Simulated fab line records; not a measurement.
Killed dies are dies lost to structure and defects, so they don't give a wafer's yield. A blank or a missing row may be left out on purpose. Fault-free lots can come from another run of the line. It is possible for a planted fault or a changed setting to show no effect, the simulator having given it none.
Struck lot and sound lot, side by side    flow nand_harc    22 out of 1302 route steps
Sound: wafers L755.1, L755.5, L755.6. Struck: wafers L751.2, L751.3, L751.4. The cause is named last.
For every step that has rows: the tool of each side, followed by ch and its chambers, followed by its first start. Under that, the readings that differ: sound wafers    struck wafers    difference of the means    sigmas: that difference in standard deviations of wafers without a fault.
alike: same words and numbers on both sides, and readings whose means sit less than 2 such deviations apart. not compared: any withheld reading, any reading some wafer has no value for, any bound like >300 that may hide the same value, and any number with overlapping values for which the record gives no deviation.
The two part at a step that has a row with sigmas, a row that says differs or no value, or rows on one side only. Non-overlapping numbers with no deviation appear without sigmas and do not part them. A reading missing from all wafers of one side parts the sides only when that side holds two or more wafers.

first, 2 steps without rows for these wafers: NHARC_A_SGD_CUT_ETCH_26 (etches SiO2 in dHF, target depth 45.8 nm); NHARC_A_SGD_CUT_ETCHBACK_24 (etches the open film in CH3F/O2, target depth 50 nm, time 92.857 s).
NHARC_A_SGD_CUT_STRIP_28: strips in O2, time 20 s.
  sound on rie_diel-01 ch 1,2,3; struck on rie_diel-07 ch 1,3, day 25 14:02
reading                          sound           struck          difference  sigmas
showerhead_plenum_p_Torr (Torr)  3.56 3.77 3.68  3.34 3.36 3.36  -0.32       -2
  alike: drypump_motor_current_A, o2_flow_sccm, oes_product_au, rf_vpp_V, throttle_valve_pct
  not compared: rf_hours_counter_h
NHARC_A_SGD_CUT_INSPECT_25:
  sound: defect_inspect-02 at day 26 03:52; struck: defect_inspect-02 at day 25 14:08
  alike: raw_defect_count
NHARC_A_SLIT_DEP_25: deposits SiO2, target thk 200 nm.
  sound on pecvd-02 ch 0,1,2, day 26 03:59; struck on pecvd-04 ch 1,2, day 25 14:25
reading             sound        struck       difference  sigmas
heater_power_w (W)  490 582 673  469 390 398  -163        -2
  alike: chamber_pressure_Torr, throttle_valve_pct
then, 1 step without rows for these wafers: NHARC_A_SLIT_DEP_00 (deposits aC, target thk 6200 nm).
NHARC_A_SLIT_DEP_23: deposits SiON, target thk 100 nm.
  sound on pecvd-02 ch 0,1, day 26 08:08; struck on pecvd-03 ch 0,1,2, day 25 22:32
  alike: chamber_pressure_Torr, heater_power_w
then, 5 steps without rows for these wafers: NHARC_A_SLIT_DEHYDRATE_01 (time 120 s); NHARC_A_SLIT_HMDS_02 (time 30 s); NHARC_A_SLIT_COAT_03 (resist thk 90 nm); NHARC_A_SLIT_SOFTBAKE_04 (time 55 s); NHARC_A_SLIT_EBR_05.
NHARC_A_SLIT_EXPOSE_06: exposes mask SLIT.
  sound on arfi_scanner-01 ch 0, day 26 08:37; struck on arfi_scanner-03 ch 0, day 25 23:04
reading               sound              struck             difference  sigmas
exposure_dose_mJ_cm2  60.87 60.73 60.79  57.44 57.46 57.52  -3.32       -56
  alike: mask
then, 2 steps without rows for these wafers: NHARC_A_SLIT_PEB_07 (peb time 65 s); NHARC_A_SLIT_DEVELOP_08 (develop time 35 s).
NHARC_A_SLIT_CD_MEAS_09: the cd target is 300 nm.
  sound on cd_sem-01 ch 0, day 26 08:45; struck on cd_sem-01 ch 0, day 25 23:13
reading     sound              struck             difference  sigmas
cd_nm (nm)  300.0 299.9 299.8  296.7 297.1 296.7  -3.1        -8
NHARC_A_SLIT_OVL_MEAS_10:
  sound: overlay-01 at day 26 08:50; struck: overlay-01 at day 25 23:18
  alike: overlay_x_nm, overlay_y_nm
NHARC_A_SLIT_INSPECT_11:
  sound: defect_inspect-01 at day 26 08:53; struck: defect_inspect-01 at day 25 23:20
  alike: raw_defect_count
NHARC_A_SLIT_DESCUM_14: chemistry O2, time 3 s.
  sound on rie_diel-04 ch 0,3, day 26 08:57; struck on rie_diel-04 ch 0,2,3, day 25 23:23
  alike: drypump_motor_current_A, o2_flow_sccm, oes_product_au, rf_vpp_V, showerhead_plenum_p_Torr, throttle_valve_pct
  not compared: rf_hours_counter_h
NHARC_A_SLIT_ETCH_24: etches the open film in CF4/CHF3, target depth 121 nm, time 60.5 s.
  sound on rie_diel-04 ch 1,2, day 26 09:02; struck on rie_diel-04 ch 0,1,2, day 25 23:29
reading                         sound                   struck               difference  sigmas
model.A_SLIT.cd_offset_nm (nm)  -0.2844 0.6273 -0.2335  -4.514 -4.283 -2.57  -3.825      
  alike: bias_w, drypump_motor_current_A, oes_product_au, rf_vpp_V, showerhead_plenum_p_Torr, throttle_valve_pct
  not compared: rf_hours_counter_h
NHARC_A_SLIT_ETCH_15: etches the open film in O2/COS, target depth 6200 nm, time 1612 s.
  sound: rie_diel-04 ch 1,2; struck: rie_diel-04 ch 0,2,3
reading                         sound                   struck                difference  sigmas
model.A_SLIT.cd_offset_nm (nm)  -0.4154 0.2338 -0.2108  -4.395 -4.592 -2.775  -3.790      
  alike: bias_w, drypump_motor_current_A, o2_flow_sccm, oes_product_au, rf_vpp_V, showerhead_plenum_p_Torr, throttle_valve_pct
  not compared: rf_hours_counter_h
NHARC_A_SLIT_ETCH_17: etches the open film in C4F8/O2/Ar, time 4254.5 s, target depth 20300 nm.
  sound on har_etch-02 ch 0,1, day 26 10:12; struck on har_etch-01 ch 0,1, day 26 01:29
  alike: drypump_motor_current_A, o2_flow_sccm, showerhead_plenum_p_Torr, throttle_valve_pct
  not compared: rf_hours_counter_h

## WHERE THEY PART
At NHARC_A_SGD_CUT_STRIP_28 first; at NHARC_A_SLIT_CD_MEAS_09 last (within this record only). Later steps at which nothing parts them and some readings are alike: NHARC_A_SLIT_OVL_MEAS_10, NHARC_A_SLIT_INSPECT_11, NHARC_A_SLIT_DESCUM_14, NHARC_A_SLIT_ETCH_24, NHARC_A_SLIT_ETCH_15, NHARC_A_SLIT_ETCH_17.

WHY: what the simulator had put in
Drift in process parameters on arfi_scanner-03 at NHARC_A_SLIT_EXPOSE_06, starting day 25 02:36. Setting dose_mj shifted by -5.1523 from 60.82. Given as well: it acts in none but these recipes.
